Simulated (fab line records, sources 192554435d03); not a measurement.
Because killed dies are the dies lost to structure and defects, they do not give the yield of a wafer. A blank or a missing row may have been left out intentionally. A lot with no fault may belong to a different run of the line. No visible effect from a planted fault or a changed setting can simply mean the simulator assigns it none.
Split-lot experiment | flow n5-finfet | on a route of 1938 steps: 7 lots, 21 wafers read

== SPLIT DETAILS ==
At N5_BEOL_M0_CUTY_DESCUM_61 (chemistry O2, time 7.9 s), the setting time-s was moved away from the recipe's 7.9 s on 8 of the 21 wafers read, by -20.7% to +15.8%. For the rest of the wafers, this setting stayed at what the recipe calls for.

Between the split and the reading, the file records no step.

== THE READING ==
CAR-ArF-block_of_BEOL_M0_CUTY_COAT_51.thk-nm (the simulator's own value, which no gauge read), in nm, at N5_BEOL_M0_CUTY_ETCH_62 (etches SiARC in CF4, time 58.5 s). The file does not state a usual value for it. Average 118.4 nm, standard deviation 0.48 nm, over the 13 wafers here run with the recipe.

wafer  | tool, chamber at the split | time-s as run, s | against the recipe | CAR-ArF-block_of_BEOL_M0_CUTY_COAT_51.thk-nm, nm | against lot-mates on the recipe
L074.2 | rie-diel-01, 1             | 6.262            | -20.7%             | 118.8                                            | +1.8
L074.3 | rie-diel-01, 0             | 7.9              | recipe             | 117                                              | -
L074.5 | rie-diel-01, 1             | 6.262            | -20.7%             | 119                                              | +2.0
L083.2 | rie-diel-06, 0,2,1         | 7.9              | recipe             | 118.4                                            | -
L083.4 | rie-diel-06, 0,2,1         | 7.9              | recipe             | 118                                              | -
L083.6 | rie-diel-06, 0,2,1         | 7.9              | recipe             | 118.6                                            | -
L082.2 | rie-diel-06, 2             | 9.152            | +15.8%             | 117.4                                            | -0.9
L082.4 | rie-diel-06, 0             | 7.9              | recipe             | 118.2                                            | -
L082.6 | rie-diel-06, 0             | 7.9              | recipe             | 118.4                                            | -
L087.2 | rie-diel-01, 1,2           | 6.909            | -12.5%             | 120.2                                            | +1.2
L087.5 | rie-diel-01, 1,2           | 6.909            | -12.5%             | 119.8                                            | +0.8
L087.6 | rie-diel-01, 3             | 7.9              | recipe             | 119                                              | -
L089.3 | rie-diel-05, 1,2,0         | 7.9              | recipe             | 118.6                                            | -
L089.4 | rie-diel-05, 1,2,0         | 7.9              | recipe             | 118.6                                            | -
L089.5 | rie-diel-05, 1,2,0         | 7.9              | recipe             | 118.6                                            | -
L091.2 | rie-diel-06, 0             | 7.9              | recipe             | 118                                              | -
L091.3 | rie-diel-06, 1,3           | 8.754            | +10.8%             | 117.8                                            | -0.2
L091.4 | rie-diel-06, 1,3           | 8.754            | +10.8%             | 117.6                                            | -0.4
L095.1 | rie-diel-06, 0             | 7.377            | -6.6%              | 118.6                                            | +0.0
L095.5 | rie-diel-06, 3,0           | 7.9              | recipe             | 118.4                                            | -
L095.6 | rie-diel-06, 3,0           | 7.9              | recipe             | 118.8                                            | -
If several chambers appear in one row, that row covers several wafers at once and the file leaves open which wafer was in which chamber.

FIT RESULTS
A straight line over all 21 wafers: CAR-ArF-block_of_BEOL_M0_CUTY_COAT_51.thk-nm changes by -0.0553 nm for each +1% of time-s; r = -0.69; the points scatter about the line by 0.55 nm.
The same after taking each lot's own level away (the mean of its wafers on the recipe; 21 wafers): -0.0714 nm for each +1%; r = -0.93; scatter 0.27 nm.
Per that fit: largest time-s move, reading shift of 1.5 nm.
The span of the lots' own levels, 117.00 to 119.00 nm, comes to 4.2 times the standard deviation stated above.
So the lot-to-lot level blurs the effect unless lot-mates are compared.
Check: +1.48 nm against its lot-mates is what the line predicts for one of the wafers moved furthest among these (-20.7%) when that wafer is left out of the fit. Against them it came out at +1.8 nm.

== OTHER SPLITS APPLIED TO THESE WAFERS ==
Note: prior to the reading, these wafers also went through further splits. Each is held against what the fit with the lots' levels taken away leaves over:
other split on the same wafers   | wafers away from the commonest value | r with CAR-ArF-block_of_BEOL_M0_CUTY_COAT_51.thk-nm (lot level and that fit taken away)
N5_BEOL_M0_SAQP_COAT_08 spin-rpm | 8                                    | +0.40
N5_BEOL_M0_CUTY_COAT_50 spin-rpm | 8                                    | +0.06

== THE FILE'S OWN FIT ==
CAR-ArF-block_of_BEOL_M0_CUTY_COAT_51.thk-nm changes by -0.0695 nm for each +1% of time-s, r = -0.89.
